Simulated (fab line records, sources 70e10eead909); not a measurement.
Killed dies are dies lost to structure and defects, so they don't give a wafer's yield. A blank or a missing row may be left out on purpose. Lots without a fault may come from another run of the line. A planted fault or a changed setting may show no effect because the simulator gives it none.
Chamber matching | flow nand_harc | NHARC_A_M1_CMP_23 on cmp-04: 4 sister chambers
The step polishes, t overpolish 20 s, target thk 154.34 nm. 14 wafers are shown with their chamber, then 7 later ones without.

WAFERS WITH THEIR CHAMBER
wafer  | chamber | motor_current_A (A) | time_to_endpoint_s (s)
L179.1 | 3       | 11.7                | 28.4
L179.2 | 1       | 12.8                | 27.8
L179.3 | 2       | 10.6                | 29.5
L181.1 | 0       | 12.9                | 25.5
L181.2 | 2       | 11.6                | 26.3
L181.4 | 3       | 11.9                | 30.5
L190.1 | 2       | 10.6                | 26.4
L190.5 | 1       | 12.7                | 27.5
L190.6 | 0       | 12.1                | 25.2
L192.3 | 0       | 12.6                | 26.4
L192.4 | 3       | 11.4                | 25.7
L192.5 | 0       | 12.7                | 26.1
L197.1 | 0       | 13.2                | 25.4
L197.2 | 3       | 11.3                | 26.2

SIGNATURES (means of the wafers above)
reading            | chamber 0 | chamber 1 | chamber 2 | chamber 3 | scatter within a chamber
motor_current_A    | 12.700    | 12.750    | 10.933    | 11.575    | 0.395
time_to_endpoint_s | 25.720    | 27.650    | 27.400    | 27.700    | 1.49
Rule: a wafer's distance from a chamber is the root of the sum, over the readings, of the square of ((its reading less the chamber's mean) divided by the reading's scatter). The wafer belongs to the nearest chamber; if the next one is less than 2 further off, it can't be placed. The scatter: the root of (the sum of the squares of (reading less its chamber's mean) over the shown wafers, divided by (wafers less chambers)).

WAFERS WITHOUT THEIR CHAMBER
wafer  | motor_current_A (A) | time_to_endpoint_s (s)
L197.5 | 10.9                | 26.6
L196.3 | 12.7                | 31.5
L196.4 | 12.0                | 30.2
L196.5 | 12.2                | 32.7
L198.1 | 12.2                | 25.6
L198.2 | 13.1                | 28.2
L198.3 | 11.1                | 26.7

WHICH CHAMBER EACH WENT THROUGH
wafer  | from the rows above               | in truth
L197.5 | can't be placed: 2 or 3           | 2
L196.3 | can't be placed: 1 or 3 or 0      | 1
L196.4 | can't be placed: 3 or 1 or 2 or 0 | 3
L196.5 | can't be placed: 1 or 3 or 2 or 0 | 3
L198.1 | can't be placed: 0 or 1 or 3      | 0
L198.2 | can't be placed: 1 or 0           | 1
L198.3 | can't be placed: 2 or 3           | 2
Placed correctly: 0 of 7. Can't be placed from these rows: 7 (the true chamber is among the candidates in 7). Placed wrongly: 0.
